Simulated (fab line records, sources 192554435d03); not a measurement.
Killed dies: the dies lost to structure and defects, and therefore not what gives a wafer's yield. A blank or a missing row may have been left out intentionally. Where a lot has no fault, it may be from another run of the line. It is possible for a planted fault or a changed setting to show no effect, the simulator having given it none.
Chamber matching | flow n5-finfet | N5_BEOL_M7_ETCH_61 on rie-diel-05: 4 sister chambers
The step etches SiARC in CF4, target depth 45.5 nm, time 75.8 s. 27 wafers are shown with their chamber, then 12 later ones without.

WAFERS WITH THEIR CHAMBER
wafer  | chamber | showerhead-plenum-p-Torr (Torr) | throttle-valve-pct (%) | oes-product-au (a.u.)
L074.1 | 0       | 2.11                            | 15.13                  | 0.85
L074.3 | 2       | 2.13                            | 15.93                  | 0.63
L074.5 | 0       | 2.11                            | 15.13                  | 0.86
L078.1 | 1       | 2.22                            | 15.80                  | 0.64
L078.2 | 3       | 2.28                            | 15.45                  | 0.83
L078.3 | 0       | 2.10                            | 15.15                  | 0.81
L080.1 | 1       | 2.22                            | 15.80                  | 0.64
L080.2 | 2       | 2.12                            | 15.99                  | 0.62
L080.6 | 3       | 2.28                            | 15.45                  | 0.80
L081.2 | 2       | 2.12                            | 16.00                  | 0.62
L081.4 | 1       | 2.21                            | 15.83                  | 0.63
L081.5 | 2       | 2.12                            | 16.00                  | 0.62
L083.1 | 3       | 2.28                            | 15.48                  | 0.78
L083.3 | 0       | 2.10                            | 15.19                  | 0.78
L083.5 | 0       | 2.10                            | 15.18                  | 0.78
L082.3 | 0       | 2.10                            | 15.19                  | 0.78
L082.4 | 1       | 2.21                            | 15.83                  | 0.62
L082.5 | 0       | 2.10                            | 15.17                  | 0.77
L087.2 | 0       | 2.10                            | 15.22                  | 0.78
L087.3 | 3       | 2.28                            | 15.49                  | 0.77
L087.4 | 1       | 2.21                            | 15.83                  | 0.62
L089.1 | 1       | 2.21                            | 15.83                  | 0.62
L089.3 | 0       | 2.10                            | 15.20                  | 0.77
L089.4 | 3       | 2.28                            | 15.47                  | 0.77
L090.1 | 2       | 2.12                            | 16.01                  | 0.62
L090.2 | 1       | 2.21                            | 15.84                  | 0.62
L090.3 | 3       | 2.28                            | 15.48                  | 0.78

SIGNATURES (means of the wafers above)
reading                  | chamber 0 | chamber 1 | chamber 2 | chamber 3 | scatter within a chamber
showerhead-plenum-p-Torr | 2.1022    | 2.2129    | 2.1220    | 2.2800    | 0.00406
throttle-valve-pct       | 15.1733   | 15.8229   | 15.9860   | 15.4700   | 0.0254
oes-product-au           | 0.7978    | 0.6271    | 0.6220    | 0.7883    | 0.0236
Rule: a wafer lies at a distance from a chamber equal to the root of the sum of squares, over the readings, of (its reading less the chamber's mean, divided by the reading's scatter). The wafer belongs to the nearest chamber; if the next one is less than 2 further off, it can't be placed. The scatter: the root of (the sum of the squares of (reading less its chamber's mean) over the shown wafers, divided by (wafers less chambers)).

WAFERS WITH NO CHAMBER GIVEN
wafer  | showerhead-plenum-p-Torr (Torr) | throttle-valve-pct (%) | oes-product-au (a.u.)
L093.1 | 2.28                            | 15.50                  | 0.76
L093.2 | 2.12                            | 16.01                  | 0.60
L093.5 | 2.09                            | 15.22                  | 0.75
L095.2 | 2.11                            | 16.03                  | 0.60
L095.4 | 2.20                            | 15.87                  | 0.61
L095.6 | 2.11                            | 16.03                  | 0.60
L096.1 | 2.27                            | 15.52                  | 0.76
L096.2 | 2.11                            | 16.03                  | 0.60
L096.6 | 2.27                            | 15.54                  | 0.76
L097.1 | 2.11                            | 16.03                  | 0.60
L097.2 | 2.20                            | 15.88                  | 0.62
L097.4 | 2.27                            | 15.51                  | 0.75

THE CHAMBER EACH PASSED THROUGH
wafer  | from the rows above | in truth
L093.1 | 3                   | 3
L093.2 | 2                   | 2
L093.5 | 0                   | 0
L095.2 | 2                   | 2
L095.4 | 1                   | 1
L095.6 | 2                   | 2
L096.1 | 3                   | 3
L096.2 | 2                   | 2
L096.6 | 3                   | 3
L097.1 | 2                   | 2
L097.2 | 1                   | 1
L097.4 | 3                   | 3
Correctly placed: 12 of 12. From these rows, 0 cannot be placed. Placed wrongly: 0.
